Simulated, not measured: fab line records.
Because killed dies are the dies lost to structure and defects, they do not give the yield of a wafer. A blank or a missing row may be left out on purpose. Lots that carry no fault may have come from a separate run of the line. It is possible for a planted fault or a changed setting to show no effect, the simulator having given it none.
fab line records -- flow n5Finfet
record: lots: 13, wafers: 34, lastDay: 17
route steps=1938 shown SDB@370 MIM_TOP_LITHO@1848 PASS1_CAP@1873 PASSIVATION@1936
lots that met no fault: taken from a fault-free run of the same line
startH: hours from the record's first day to the start of the lot's first wafer shown -- waitH: hours since the lot's step before -- " as in the row above -- L1.1+2: a single row standing in for several wafers -- - no value present, or no start provided -- * or withheld: withheld -- < > ~ a bound
route shown NAME@n: a module of which the file shows steps, and the number in the route of the first -- usual: mean/standard deviation of fault-free wafers -- same: alike in all rows -- chamber/n: place in a boat -- sites: each site's reading -- _std_site: the values' standard deviation -- _edge_site: outer sites' mean less inner sites' -- radiusMm: how far each site lies from the wafer's centre -- mask NAME#n: copy n -- behind: the most recent tool/chamber to have shaped the wafer -- hold: reason for holding the lot/hours on hold/outcome of the hold -- device: whichever transistor did not switch (one of n, p or np) -- end of line: tests of these same wafers at the route's end -- a step with no rows: only its recipe -- killed: not the wafer's yield, but the dies lost to structure and defects at the first sort -- map: a wafer's dies, x killed, . not, _ none there
set.NAME: the setting that was run; set.NAME@STEP: the one run at that earlier step -- model.NAME: the simulator's own value behind a step, which no gauge read
the route's steps for a sample of lots (tables are steps, rows are wafers)
services: when a tool's chamber went out of use (startH, in hours from the record's first day, below 0 if earlier), for how many hours, and the reason
== steps ==
step: N5_SDB_PRECLEAN_38
recipe: chemistry: dHF, timeS: 10, dilution: 750:1, tempC: 25
lot.wafer,tool,chamber,startH,waitH
L902.4+5+6,wetBench-06,"5,4,6",72.72,0.1
L904.3+6,wetBench-04,"2,0",84.99,0.1
L905.2+3,wetBench-06,"0,4",93.59,0.1
L906.1+2,wetBench-02,"6,0",99.29,0.1
L907.3+5,wetBench-02,"5,3",102.06,0.1
L908.1+3+6,wetBench-02,"3,2,0",110.45,0.1
L909.1+3,wetBench-04,"7,3",114.33,0.1
L910.1+4+5,wetBench-02,"7,0,4",119.35,0.1
L911.2+3+6,wetBench-04,"3,6,7",125.37,0.1
L920.2+3+4,wetBench-04,"4,1,0",178.51,0.1
L922.2+5+6,wetBench-04,"5,3,2",193.30,0.1
L923.4+5+6,wetBench-06,"1,0,7",200.79,0.1
L924.2+4+6,wetBench-02,"0,1,2",208.71,0.1
step: N5_MIM_TOP_LITHO_OVL_MEAS_11
recipe: pointsPerWafer: 44
usual: MIM_TOP_OVL: 2/4.8
lot.wafer,tool,chamber,startH,waitH,MIM_TOP_OVL[nm]
L902.4,overlay-02,0,262.72,0.0,-7
L902.5,overlay-02,0,262.72,0.0,-6
L902.6,overlay-02,0,262.72,0.0,3
L905.2,overlay-02,0,275.70,0.0,-8
L905.3,overlay-02,0,275.70,0.0,-5
L904.3,overlay-02,0,276.98,0.0,4
L904.6,overlay-02,0,276.98,0.0,5
L907.3,overlay-02,0,282.53,0.0,6
L907.5,overlay-02,0,282.53,0.0,1
L906.1,overlay-01,0,287.48,0.0,9
L906.2,overlay-01,0,287.48,0.0,8
L908.1,overlay-01,0,294.88,0.0,-3
L908.3,overlay-01,0,294.88,0.0,1
L908.6,overlay-01,0,294.88,0.0,3
L910.1,overlay-01,0,302.42,0.0,-5
L910.4,overlay-01,0,302.42,0.0,3
L910.5,overlay-01,0,302.42,0.0,2
L909.1,overlay-01,0,306.13,0.0,6
L909.3,overlay-01,0,306.13,0.0,4
L911.2,overlay-02,0,307.74,0.0,5
L911.3,overlay-02,0,307.74,0.0,-2
L911.6,overlay-02,0,307.74,0.0,0
L920.2,overlay-01,0,366.05,0.0,4
L920.3,overlay-01,0,366.05,0.0,-1
L920.4,overlay-01,0,366.05,0.0,0
L922.2,overlay-01,0,374.50,0.0,9
L922.5,overlay-01,0,374.50,0.0,0
L922.6,overlay-01,0,374.50,0.0,-4
L923.4,overlay-02,0,384.29,0.0,1
L923.5,overlay-02,0,384.29,0.0,1
L923.6,overlay-02,0,384.29,0.0,0
L924.2,overlay-01,0,401.64,0.0,5
L924.4,overlay-01,0,401.64,0.0,11
L924.6,overlay-01,0,401.64,0.0,7
step: N5_MIM_TOP_LITHO_DESCUM_10
recipe: chemistry: O2, timeS: 7.9, sourcePowerW: 50, biasPowerW: 20, pressureMtorr: 20, rfFrequencyHz: 2.712e+07, tempC: 40, o2FlowSccm: 225
usual: drypumpMotorCurrentA: 5.8/0.51, o2FlowSccm: 224.9/0.59, oesProductAu: 0.78/0.079, rfVppV: 242.8/0.92, showerheadPlenumPTorr: 2.07/0.042, throttleValvePct: 20.55/0.19
lot.wafer,tool,chamber,startH,waitH,drypumpMotorCurrentA,o2FlowSccm,oesProductAu,rfHoursCounterH,rfVppV,showerheadPlenumPTorr,throttleValvePct
L902.4,rieDiel-05,2,263.22,0.5,6.6,224.6,0.70,215,242.8,2.05,20.87
L902.5,rieDiel-05,2,263.22,0.5,6.6,223.9,0.70,-,243.0,2.05,20.87
L902.6,rieDiel-05,3,263.22,0.5,5.0,224.5,0.89,-,240.8,2.03,20.27
L905.2,rieDiel-05,2,275.76,0.0,6.7,225.1,0.69,220,242.2,2.05,20.88
L905.3,rieDiel-05,1,275.76,0.0,5.8,224.8,0.82,85,242.9,2.05,20.60
L904.3,rieDiel-05,1,277.04,0.0,5.8,225.1,0.82,86,240.6,2.05,20.61
L904.6,rieDiel-05,2,277.04,0.0,6.7,225.5,0.69,-,242.4,2.05,20.88
L907.3,rieDiel-01,3,282.99,0.4,6.0,224.6,0.76,136,242.4,2.08,20.48
L907.5,rieDiel-01,0,282.99,0.4,6.3,224.9,0.73,-,241.4,2.10,20.56
L906.1,rieDiel-04,1,287.54,0.0,5.4,225.5,0.83,94,245.2,2.13,20.52
L906.2,rieDiel-04,2,287.54,0.0,5.4,225.0,0.87,49,242.2,2.06,20.28
L908.1,rieDiel-01,0,295.23,0.3,6.3,223.8,0.72,183,243.3,2.10,20.56
L908.3,rieDiel-01,2,295.23,0.3,5.3,224.8,0.72,179,242.6,2.15,20.44
L908.6,rieDiel-01,0,295.23,0.3,6.3,223.5,0.72,-,243.1,2.10,20.56
L910.1,rieDiel-04,0,302.48,0.0,5.9,225.5,0.75,170,242.6,1.99,20.33
L910.4,rieDiel-04,3,302.48,0.0,6.0,225.5,0.87,67,242.7,2.04,20.25
L910.5,rieDiel-04,1,302.48,0.0,5.4,225.0,0.81,-,242.0,2.13,20.55
L909.1,rieDiel-01,0,306.26,0.1,6.3,225.6,0.72,187,243.0,2.10,20.59
L909.3,rieDiel-01,2,306.26,0.1,5.3,224.5,0.72,182,243.3,2.15,20.45
L911.2,rieDiel-04,1,307.99,0.2,5.4,225.4,0.82,101,243.3,2.12,20.53
L911.3,rieDiel-04,0,307.99,0.2,5.9,225.4,0.75,172,243.1,1.99,20.35
L911.6,rieDiel-04,0,307.99,0.2,5.9,225.7,0.75,-,240.7,1.99,20.34
L920.2,rieDiel-01,2,366.12,0.0,5.3,225.1,0.70,201,242.8,2.14,20.49
L920.3,rieDiel-01,3,366.12,0.0,5.9,225.1,0.74,166,243.1,2.07,20.52
L920.4,rieDiel-01,0,366.12,0.0,6.3,224.7,0.72,210,243.9,2.09,20.61
L922.2,rieDiel-05,3,374.68,0.2,4.9,224.7,0.84,94,242.0,2.02,20.33
L922.5,rieDiel-05,1,374.68,0.2,5.8,224.5,0.78,-,242.7,2.04,20.66
L922.6,rieDiel-05,0,374.68,0.2,5.1,224.6,0.79,-,241.1,2.01,20.42
L923.4,rieDiel-01,1,384.35,0.0,5.7,225.1,0.90,33,243.2,2.06,20.84
L923.5,rieDiel-01,3,384.35,0.0,6.0,224.9,0.74,-,243.7,2.06,20.54
L923.6,rieDiel-01,2,384.35,0.0,5.3,225.5,0.70,-,244.5,2.14,20.48
L924.2,rieDiel-01,3,401.69,0.0,6.0,225.4,0.74,179,242.6,2.06,20.54
L924.4,rieDiel-01,0,401.69,0.0,6.3,224.8,0.71,223,242.9,2.08,20.63
L924.6,rieDiel-01,1,401.69,0.0,5.8,224.8,0.88,-,241.5,2.06,20.85
step: N5_PASSIVATION_PECVD_55
recipe: material: SiO2, targetThkA: 4000, tempC: 400, precursor: SiH4/N2O, pressureTorr: 2.7, rfW: 608, timeS: 22.5
usual: heaterPowerW: 661/84, showerheadPlenumPTorr: 8.14/0.074, throttleValvePct: 52.3/2
lot.wafer,tool,chamber,startH,waitH,heaterPowerW,showerheadPlenumPTorr,throttleValvePct
L902.4,pecvd-02,2,265.39,0.0,573,8.05,47.8
L902.5,pecvd-02,1,265.39,0.0,730,8.07,51.9
L902.6,pecvd-02,0,265.39,0.0,672,8.24,53.7
L905.2,pecvd-04,1,277.38,0.0,774,8.24,51.2
L905.3,pecvd-04,0,277.38,0.0,566,8.10,53.4
L904.3,pecvd-04,1,278.79,0.0,778,8.25,51.1
L904.6,pecvd-04,1,278.79,0.0,803,8.23,51.2
L907.3,pecvd-04,0,284.80,0.0,541,8.09,53.7
L907.5,pecvd-04,1,284.80,0.0,666,8.25,51.1
L906.1,pecvd-01,0,289.64,0.0,559,8.19,55.0
L906.2,pecvd-01,2,289.64,0.0,575,8.17,51.1
L908.1,pecvd-01,1,297.00,0.0,760,8.18,54.1
L908.3,pecvd-01,0,297.00,0.0,557,8.21,55.0
L908.6,pecvd-01,0,297.00,0.0,584,8.20,54.8
L910.1,pecvd-04,1,304.10,0.0,789,8.24,51.4
L910.4,pecvd-04,0,304.10,0.0,598,8.08,53.7
L910.5,pecvd-04,2,304.10,0.0,666,8.08,53.2
L909.1,pecvd-01,2,308.34,0.0,596,8.16,51.2
L909.3,pecvd-01,1,308.34,0.0,721,8.15,53.9
L911.2,pecvd-01,1,309.79,0.0,662,8.18,53.9
L911.3,pecvd-01,1,309.79,0.0,716,8.20,54.1
L911.6,pecvd-01,2,309.79,0.0,567,8.19,51.1
L920.2,pecvd-02,2,367.90,0.0,679,8.04,48.1
L920.3,pecvd-02,1,367.90,0.0,662,8.09,52.7
L920.4,pecvd-02,2,367.90,0.0,684,8.05,48.1
L922.2,pecvd-02,0,376.46,0.0,784,8.24,54.7
L922.5,pecvd-02,0,376.46,0.0,788,8.26,54.3
L922.6,pecvd-02,2,376.46,0.0,545,8.05,48.1
L923.4,pecvd-02,1,386.33,0.0,651,8.06,52.5
L923.5,pecvd-02,0,386.33,0.0,810,8.26,54.7
L923.6,pecvd-02,2,386.33,0.0,630,8.05,48.4
L924.2,pecvd-04,0,403.43,0.0,560,8.09,53.5
L924.4,pecvd-04,1,403.43,0.0,783,8.25,51.2
L924.6,pecvd-04,0,403.43,0.0,549,8.10,53.6
step: N5_PASSIVATION_PROBE_49
usual: killed_at_M0_to_M3: 32/9.3, killed_at_M4_up: 14/4.9, killedAtContacts: 15/7.5, killedAtFrontEnd: 40/11, killedAtOther: 4/3.3, killedDies: 104/17, killedOnRim: 13/4.2, killedOpen: 68/14, killedShort: 33/7.9
same: grossDies: 1180, killedAtBackSide: 0
lot.wafer,tool,chamber,startH,waitH,killed_at_M0_to_M3,killed_at_M4_up,killedAtContacts,killedAtFrontEnd,killedAtOther,killedDies,killedOnRim,killedOpen,killedShort
L908.1,prober-01,-,304.47,0.0,24,19,5,160,7,215,24,48,24
L908.3,prober-01,-,304.57,0.1,15,15,6,194,4,234,16,56,18
L908.6,prober-01,-,304.72,0.3,13,26,8,97,6,150,32,47,19
L910.1,prober-02,-,312.15,0.0,32,10,14,125,9,190,28,72,34
L910.4,prober-02,-,312.30,0.2,33,13,12,126,8,192,28,61,50
L910.5,prober-02,-,312.35,0.2,28,13,23,171,13,248,29,77,40
L909.1,prober-01,-,316.52,0.0,26,11,3,42,6,88,9,48,37
L909.3,prober-01,-,316.62,0.1,32,9,17,23,4,85,11,47,36
L911.2,prober-02,-,319.84,0.1,45,15,20,22,18,120,12,78,39
L911.3,prober-02,-,319.89,0.1,41,12,20,31,4,108,13,55,52
L911.6,prober-02,-,320.04,0.3,34,13,22,25,6,100,14,65,34
L922.2,prober-02,-,384.68,0.1,32,7,13,48,2,102,11,62,30
L922.5,prober-02,-,384.83,0.2,18,21,11,64,2,116,11,82,33
L922.6,prober-02,-,384.88,0.3,20,9,12,43,4,88,9,65,21
L924.2,prober-02,-,414.57,0.1,32,11,21,42,1,107,12,70,36
L924.4,prober-02,-,414.67,0.2,29,19,14,45,1,108,15,76,28
L924.6,prober-02,-,414.77,0.3,25,24,10,40,6,105,22,72,33
killed by level:class
L908.1 SDB:unspecified=133 FIN_CUT:areaEtch=8 BEOL_M4:geometricParticle:open=6 STI_FIN_REVEAL:geometricParticle:open=5 BEOL_M0_SAQP:geometricParticle:short=5 BEOL_M1:geometricParticle:open=5 BEOL_M2:geometricParticle:open=5 DUMMY_GATE:geometricParticle:open=4
L908.3 SDB:unspecified=153 STI_FIN_REVEAL:geometricParticle:open=11 HKMG_FIN:areaEtch=7 BEOL_M4:geometricParticle:open=6 MOL_CONTACT_COAG:geometricParticle:open=5 BEOL_M0_SAQP:geometricParticle:open=5 BEOL_M1:geometricParticle:open=5 STARTING-WAFER:geometricParticle:open=5
L908.6 SDB:unspecified=82 BEOL_M4:geometricParticle:open=15 BEOL_M5:geometricParticle:open=6 MOL_CONTACT_COAG:geometricParticle:open=5 BEOL_M4:geometricParticle:short=5 STI_FIN_REVEAL:geometricParticle:open=4 DUMMY_GATE:geometricParticle:open=4 MOL_CONTACT_COAG:geometricParticle:short=3
L910.1 SDB:unspecified=69 HKMG_FIN:areaEtch=15 MOL_CONTACT_COAG:geometricParticle:open=13 FIN_SAQP:geometricParticle:open=10 BEOL_M0_SAQP:geometricParticle:short=7 BEOL_M1:geometricParticle:open=7 BEOL_M2:geometricParticle:open=7 STI_FIN_REVEAL:geometricParticle:open=6
L910.4 SDB:unspecified=79 FIN_SAQP:geometricParticle:short=17 MOL_CONTACT_COAG:geometricParticle:open=8 BEOL_M0_SAQP:geometricParticle:short=8 BEOL_M3:geometricParticle:open=8 BEOL_M1:geometricParticle:open=7 DUMMY_GATE:geometricParticle:open=6 FIN_SAQP:geometricParticle:open=5
L910.5 SDB:unspecified=126 MOL_CONTACT_COAG:geometricParticle:open=16 DUMMY_GATE:geometricParticle:open=11 FIN_SAQP:geometricParticle:open=8 FIN_SAQP:geometricParticle:short=7 BEOL_M0_SAQP:geometricParticle:short=7 BEOL_M3:geometricParticle:open=6 BEOL_M0_SAQP:geometricParticle:open=5
L909.1 STI_FIN_REVEAL:geometricParticle:open=7 DUMMY_GATE:geometricParticle:open=7 BEOL_M0_SAQP:geometricParticle:open=7 FIN_SAQP:geometricParticle:short=6 GATE_CUT:geometricParticle:short=5 BEOL_M0_SAQP:geometricParticle:short=5 FIN_SAQP:geometricParticle:open=4 BEOL_M0:geometricParticle:short=4
L909.3 MOL_CONTACT_COAG:geometricParticle:short=9 MOL_CONTACT_COAG:geometricParticle:open=8 BEOL_M0_SAQP:geometricParticle:short=8 BEOL_M0_SAQP:geometricParticle:open=8 FIN_SAQP:geometricParticle:short=4 STI_FIN_REVEAL:geometricParticle:open=4 GATE_CUT:geometricParticle:short=4 BEOL_M1:geometricParticle:short=4
L911.2 BEOL_M3:geometricParticle:open=15 MOL_CONTACT_COAG:geometricParticle:open=12 BEOL_M0_SAQP:geometricParticle:open=10 MOL_CONTACT_COAG:geometricParticle:short=8 GATE_CUT:geometricParticle:open=6 PASS1_DEP:geometricParticle:open=5 BEOL_M0_SAQP:geometricParticle:short=5 BEOL_M3:geometricParticle:short=5
L911.3 MOL_CONTACT_COAG:geometricParticle:short=15 BEOL_M3:geometricParticle:open=10 FIN_SAQP:geometricParticle:short=9 BEOL_M3:geometricParticle:short=9 BEOL_M1:geometricParticle:open=7 FIN_SAQP:geometricParticle:open=6 DUMMY_GATE:geometricParticle:open=5 MOL_CONTACT_COAG:geometricParticle:open=5
L911.6 MOL_CONTACT_COAG:geometricParticle:open=17 BEOL_M3:geometricParticle:open=15 BEOL_M4:geometricParticle:open=7 FIN_SAQP:geometricParticle:short=6 GATE_CUT:geometricParticle:short=6 BEOL_M2:geometricParticle:open=6 FIN_SAQP:geometricParticle:open=5 MOL_CONTACT_COAG:geometricParticle:short=5
L922.2 FIN_SAQP:geometricParticle:open=16 MOL_CONTACT_COAG:geometricParticle:open=11 BEOL_M1:geometricParticle:open=7 HKMG_FIN:areaEtch=7 BEOL_M0_SAQP:geometricParticle:short=6 BEOL_M3:geometricParticle:open=5 FIN_SAQP:geometricParticle:short=4 STI_FIN_REVEAL:geometricParticle:open=4
L922.5 FIN_SAQP:geometricParticle:open=11 STI_FIN_REVEAL:geometricParticle:open=11 MOL_CONTACT_COAG:geometricParticle:open=10 BEOL_M4:geometricParticle:open=9 DUMMY_GATE:geometricParticle:open=6 STI_FIN_REVEAL:geometricParticle:short=6 BEOL_M3:geometricParticle:open=6 FIN_SAQP:geometricParticle:short=5
L922.6 STI_FIN_REVEAL:geometricParticle:open=15 FIN_SAQP:geometricParticle:open=10 MOL_CONTACT_COAG:geometricParticle:open=10 BEOL_M3:geometricParticle:open=7 BEOL_M4:geometricParticle:open=5 ILD0:geometricParticle:short=4 ILD0:geometricParticle:open=3 BEOL_M1:geometricParticle:open=3
L924.2 MOL_CONTACT_COAG:geometricParticle:open=15 FIN_SAQP:geometricParticle:open=12 BEOL_M0_SAQP:geometricParticle:short=11 BEOL_M0_SAQP:geometricParticle:open=8 BEOL_M3:geometricParticle:open=7 STI_FIN_REVEAL:geometricParticle:open=6 MOL_CONTACT_COAG:geometricParticle:short=6 FIN_SAQP:geometricParticle:short=5
L924.4 STI_FIN_REVEAL:geometricParticle:open=16 MOL_CONTACT_COAG:geometricParticle:open=13 BEOL_M1:geometricParticle:open=10 BEOL_M2:geometricParticle:open=6 BEOL_M4:geometricParticle:open=6 GATE_CUT:geometricParticle:short=5 STARTING-WAFER:geometricParticle:short=5 FIN_SAQP:geometricParticle:open=4
L924.6 STI_FIN_REVEAL:geometricParticle:open=16 BEOL_M2:geometricParticle:open=8 BEOL_M4:geometricParticle:open=7 MOL_CONTACT_COAG:geometricParticle:open=6 BEOL_M0_SAQP:geometricParticle:open=5 BEOL_M5:geometricParticle:short=5 STARTING-WAFER:geometricParticle:open=5 DUMMY_GATE:geometricParticle:open=4
== services ==
tool,chamber,startH,hours,kind
pecvd-04,1,49.31,22.6,repair
rieDiel-05,0,64.07,2.2,repair
pecvd-02,1,79.34,13.8,repair
pecvd-04,-,112.89,4.0,repair
pecvd-01,2,126.20,21.6,repair
wetBench-04,-,154.90,1.5,repair
pecvd-01,-,177.10,1.7,repair
rieDiel-05,0,185.05,3.2,repair
pecvd-04,0,193.65,15.3,repair
rieDiel-05,1,230.89,5.4,repair
pecvd-02,-,236.17,23.9,repair
pecvd-04,1,244.42,4.1,repair
pecvd-01,-,264.89,5.5,pm
pecvd-02,1,288.13,5.0,repair
rieDiel-05,2,298.44,8.7,repair
pecvd-01,0,309.70,7.9,repair
rieDiel-01,2,319.59,4.7,repair
pecvd-01,-,321.01,6.0,pm
rieDiel-05,3,327.61,10.9,repair
rieDiel-01,-,342.20,0.2,repair
pecvd-01,-,352.23,1.2,repair
wetBench-02,-,366.26,0.7,repair
pecvd-02,0,366.98,3.3,repair
pecvd-04,1,386.35,3.7,repair
== key ==
firstSign: step: N5_PASSIVATION_PROBE_49, reading: killedAtFrontEnd, direction: up, sigmas: 9.4, usual: 40, struck: 146
effect: step: N5_PASSIVATION_PROBE_49, reading: killedDies, direction: up, sigmas: 5.9, usual: 104, struck: 205
moreKillsBornAt: N5_SDB_PRECLEAN_38@wetBench-02: 642
metAt N5_SDB_PRECLEAN_38
struckLots L908,L910
testerLeftOut L908,L910
baselineLoss: step: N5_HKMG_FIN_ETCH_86, wafers: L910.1
notActingAt N5_MIM_TOP_LITHO_OVL_MEAS_11,N5_MIM_TOP_LITHO_DESCUM_10,N5_PASSIVATION_PECVD_55
onsetBetween 102.06 110.45
fault: kind: chamberParticleSource, tool: wetBench-02, chamber: -, onsetH: 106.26, steps: N5_SDB_PRECLEAN_38, ratePerVisitCm2: 1.7705, endH: 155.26
testerLeftOut: of these lots the tester's yield and bins aren't shown, on N5 and GAA mostly nor the transistor test; their killed dies are dies lost to structure and defects alone, not to doping, threshold or leakage, so they don't give the yield
baselineLoss: these wafers lose ten dies or more at that step, a loss of the line's own and not of a fault; the sort's usual values leave them out
